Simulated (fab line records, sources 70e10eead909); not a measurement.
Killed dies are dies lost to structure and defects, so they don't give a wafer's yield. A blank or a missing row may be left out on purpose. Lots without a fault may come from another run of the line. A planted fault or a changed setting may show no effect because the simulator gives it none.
fab line records | flow nand_harc | part 2 of 2: steps 17 to 21 of 21
record lots=5 wafers=15 last_day=33
route steps=1302 shown A_STAIRCASE@695
lots that met no fault: from a run of the same line without faults
start_h: hours from the record's first day to the start of the lot's first wafer shown | wait_h: hours since the lot's step before | " the same as in the row above | L1.1+2: a row that stands for several wafers | - no value, or no start given | * or withheld: withheld | < > ~ a bound
route shown NAME@n: a module of which the file shows steps, and the number in the route of the first | usual: mean/standard deviation of fault-free wafers | same: alike in all rows | chamber/n: place in a boat | sites: the reading at each site | _std_site: their standard deviation | _edge_site: outer sites' mean less inner sites' | radius_mm: how far each site lies from the wafer's centre | mask NAME#n: copy n | behind: the tool/chamber that last shaped the wafer | hold: why the lot was held/for how many hours/how that ended | device: the transistor (n, p or np) that didn't switch | end of line: the same wafers' tests at the end of the route | a step without rows: its recipe alone | killed: dies lost to structure and defects at the first sort, not the wafer's yield | map: a wafer's dies, x killed, . not, _ none there
set.NAME: the setting as run; set.NAME@STEP: as run at that earlier step | model.NAME: the simulator's own value behind a step, which no gauge read
lots at some steps of the route; a table a step, a row a wafer
services: from which hour (start_h, from the record's first day; less than 0 if before it) a tool's chamber was out of use, for how many hours, and why
## steps
# step NHARC_A_STAIRCASE_ETCH_199
# recipe target_depth_a=1000 time_s=40.5 ion_energy_ev=400 c4f8_flow_sccm=20 o2_flow_sccm=10 ar_flow_sccm=withheld rf_w=600 bias_w=1000 chemistry=C4F8/O2
# usual chamber_pressure_mTorr=24.999/0.025 oes_product_au=0.947/0.015 rf_fwd_power_W=592.0/2.9 rf_vpp_V=895/6.5
# columns lot.wafer tool chamber start_h wait_h chamber_pressure_mTorr oes_product_au rf_fwd_power_W rf_hours_counter_h rf_vpp_V
L074.4 rie_diel-01 0 - - 25.014 0.947 595.9 51 895
L074.2 " 3 " " 24.985 0.945 592.3 55 892
L074.6 " 1 " " 24.966 0.959 592.3 - 890
L075.2 rie_diel-01 2 - - 25.017 0.954 593.3 56 897
L075.3 " 3 " " 25.045 0.985 592.4 57 893
L075.6 " 3 " " 24.997 0.984 592.7 - 891
L082.1 rie_diel-01 0 - - 24.947 0.977 596.7 15 896
L082.4 " 2 " " 25.012 0.946 591.5 11 899
L082.3 " 3 " " 25.025 0.957 590.7 15 891
L085.4 rie_diel-06 0 - - 24.948 0.946 585.8 52 887
L085.5 " 3 " " 24.992 0.967 596.3 - 887
L085.6 " 0 " " 25.004 0.949 585.8 - 888
L095.1 rie_diel-01 2 - - 25.035 0.959 590.0 5 898
L095.3 " 0 " " 25.001 0.948 598.2 3 895
L095.6 " 3 " " 24.999 0.951 591.0 - 890
# step NHARC_A_STAIRCASE_TRIM_200
# recipe time_s=211.2 o2_flow_sccm=500 ar_flow_sccm=0 bias_w=0 chemistry=O2
# usual chamber_pressure_mTorr=59.99/0.051 drypump_motor_current_A=5.3/0.47 oes_product_au=1.000/0.011 rf_vpp_V=57.6/0.92 showerhead_plenum_p_Torr=3.49/0.18 throttle_valve_pct=17.037/0.0089
# columns lot.wafer tool chamber start_h wait_h chamber_pressure_mTorr drypump_motor_current_A oes_product_au rf_hours_counter_h rf_vpp_V showerhead_plenum_p_Torr throttle_valve_pct
L074.2 rie_diel-01 3 - - 60.10 5.4 1.018 55 57.4 3.40 17.044
L074.4 " 2 " " 59.96 6.1 1.014 54 57.1 3.61 17.032
L074.6 " 0 " " 59.97 6.0 1.002 - 57.7 3.50 17.045
L075.2 rie_diel-01 0 - - 60.02 6.0 1.004 53 58.8 3.50 17.035
L075.3 " 1 " " 60.01 6.3 0.990 53 57.4 3.39 17.045
L075.6 " 3 " " 59.98 5.3 1.019 - 56.6 3.40 17.037
L082.3 rie_diel-01 3 - - 60.05 5.4 1.009 15 57.1 3.39 17.051
L082.1 " 0 " " 59.97 6.0 1.008 15 58.2 3.49 17.033
L082.4 " 1 " " 59.96 6.3 0.996 17 56.8 3.38 17.048
L085.4 rie_diel-06 3 - - 59.99 5.0 1.015 57 55.8 3.31 17.037
L085.5 " 1 " " 59.95 5.2 0.991 - 58.2 3.75 17.032
L085.6 " 2 " " 60.01 4.8 0.996 - 57.8 3.27 17.029
L095.1 rie_diel-01 3 - - 59.97 5.3 1.015 5 56.8 3.37 17.034
L095.3 " 1 " " 60.06 6.3 1.013 3 57.5 3.35 17.048
L095.6 " 3 " " 60.00 5.3 1.005 - 57.5 3.37 17.043
# step NHARC_A_STAIRCASE_ETCH_201
# recipe target_depth_a=1000 time_s=40.5 ion_energy_ev=400 c4f8_flow_sccm=20 o2_flow_sccm=10 ar_flow_sccm=withheld rf_w=600 bias_w=1000 chemistry=C4F8/O2
# usual chamber_pressure_mTorr=25.001/0.022 oes_product_au=0.947/0.016 rf_fwd_power_W=592.6/2.9 rf_vpp_V=895/6.8
# columns lot.wafer tool chamber start_h wait_h chamber_pressure_mTorr oes_product_au rf_fwd_power_W rf_hours_counter_h rf_vpp_V
L074.2 rie_diel-01 0 - - 24.973 0.948 595.6 51 896
L074.4 " 1 " " 25.002 0.959 589.6 50 892
L074.6 " 1 " " 25.011 0.940 593.0 - 890
L075.2 rie_diel-01 3 - - 25.007 0.963 594.5 58 891
L075.3 " 0 " " 25.021 0.956 595.4 53 894
L075.6 " 2 " " 24.958 0.941 593.7 - 898
L082.1 rie_diel-01 0 - - 25.019 0.952 596.1 15 895
L082.4 " 1 " " 25.046 0.968 593.7 17 891
L082.3 " 3 " " 25.031 0.946 586.4 15 892
L085.4 rie_diel-06 0 - - 25.009 0.952 587.3 52 888
L085.5 " 2 " " 25.002 0.930 592.4 - 886
L085.6 " 3 " " 24.996 0.963 596.2 - 888
L095.3 rie_diel-01 1 - - 24.986 0.958 593.4 3 890
L095.1 " 3 " " 24.991 0.962 591.9 5 891
L095.6 " 2 " " 24.998 0.951 593.3 - 897
# step NHARC_A_STAIRCASE_TRIM_202
# recipe time_s=211.2 o2_flow_sccm=500 ar_flow_sccm=0 bias_w=0 chemistry=O2
# usual chamber_pressure_mTorr=60.00/0.052 drypump_motor_current_A=5.3/0.47 oes_product_au=1.000/0.011 rf_vpp_V=57.7/0.89 showerhead_plenum_p_Torr=3.49/0.18 throttle_valve_pct=17.036/0.0087
# columns lot.wafer tool chamber start_h wait_h chamber_pressure_mTorr drypump_motor_current_A oes_product_au rf_hours_counter_h rf_vpp_V showerhead_plenum_p_Torr throttle_valve_pct
L074.2 rie_diel-01 2 - - 59.91 6.1 1.003 54 57.3 3.61 17.044
L074.4 " 3 " " 59.99 5.3 1.015 55 57.8 3.40 17.040
L074.6 " 3 " " 60.04 5.4 1.015 - 56.6 3.40 17.043
L075.2 rie_diel-01 2 - - 60.01 6.1 1.003 56 57.4 3.61 17.024
L075.3 " 0 " " 59.96 6.0 1.002 53 56.7 3.50 17.024
L075.6 " 2 " " 60.00 6.1 1.006 - 56.9 3.61 17.025
L082.4 rie_diel-01 1 - - 59.92 6.3 1.002 17 57.4 3.38 17.020
L082.3 " 2 " " 60.00 6.0 0.983 11 58.9 3.60 17.039
L082.1 " 0 " " 59.97 6.0 1.000 15 57.5 3.49 17.042
L085.4 rie_diel-06 3 - - 59.92 5.0 1.020 57 57.3 3.31 17.041
L085.6 " 1 " " 60.05 5.1 0.987 - 58.3 3.75 17.027
L085.5 " 2 " " 59.99 4.8 0.989 - 57.4 3.27 17.046
L095.3 rie_diel-01 3 - - 60.02 5.3 1.006 5 57.6 3.37 17.035
L095.1 " 1 " " 59.97 6.3 1.003 3 57.6 3.35 17.046
L095.6 " 0 " " 60.02 6.0 1.008 - 57.0 3.47 17.043
# step NHARC_A_STAIRCASE_ETCH_203
# recipe target_depth_a=1000 time_s=40.5 ion_energy_ev=400 c4f8_flow_sccm=20 o2_flow_sccm=10 ar_flow_sccm=withheld rf_w=600 bias_w=1000 chemistry=C4F8/O2
# usual chamber_pressure_mTorr=25.000/0.021 oes_product_au=0.947/0.016 rf_fwd_power_W=593/3.3 rf_vpp_V=894/6.6
# columns lot.wafer tool chamber start_h wait_h chamber_pressure_mTorr oes_product_au rf_fwd_power_W rf_hours_counter_h rf_vpp_V
L074.2 rie_diel-01 1 - - 25.000 0.950 594 51 890
L074.4 " 2 " " 24.990 0.930 594 54 899
L074.6 " 1 " " 25.013 0.954 591 - 890
L075.2 rie_diel-01 0 - - 24.990 0.947 596 53 894
L075.3 " 1 " " 25.002 0.959 592 53 890
L075.6 " 2 " " 24.986 0.943 590 - 898
L082.1 rie_diel-01 1 - - 25.002 0.950 588 17 890
L082.3 " 2 " " 24.984 0.931 592 11 899
L082.4 " 3 " " 24.974 0.950 589 15 892
L085.4 rie_diel-06 1 - - 24.983 0.930 588 53 905
L085.5 " 3 " " 24.999 0.972 595 - 888
L085.6 " 0 " " 25.029 0.972 592 - 888
L095.1 rie_diel-01 0 - - 24.997 0.955 594 3 895
L095.3 " 3 " " 25.011 0.948 589 5 890
L095.6 " 1 " " 24.989 0.956 595 - 890
## services
# columns tool chamber start_h hours kind
rie_diel-08 3 362.54 5.3 repair
krf_scanner-01 - 367.41 1.7 repair
rie_diel-08 - 370.30 9.0 pm
rie_diel-01 - 380.84 9.0 pm
krf_scanner-01 - 394.43 0.3 repair
krf_scanner-03 - 396.00 4.0 pm
rie_diel-06 2 396.28 6.9 repair
litho_track-02 - 402.00 7.0 pm
krf_scanner-03 - 402.17 0.2 repair
krf_scanner-03 - 410.50 0.1 repair
krf_scanner-02 - 438.00 4.0 pm
litho_track-03 - 450.00 7.0 pm
krf_scanner-01 - 464.65 0.5 repair
litho_track-05 - 474.00 7.0 pm
krf_scanner-01 - 484.00 4.0 pm
rie_diel-06 - 484.27 9.0 pm
rie_diel-08 3 484.52 13.7 repair
rie_diel-08 0 500.86 19.0 repair
krf_scanner-02 - 501.25 0.8 repair
rie_diel-06 1 513.87 7.6 repair
rie_diel-08 3 522.70 4.1 repair
rie_diel-08 - 547.30 9.0 pm
rie_diel-01 - 557.91 9.0 pm
krf_scanner-03 - 568.00 4.0 pm
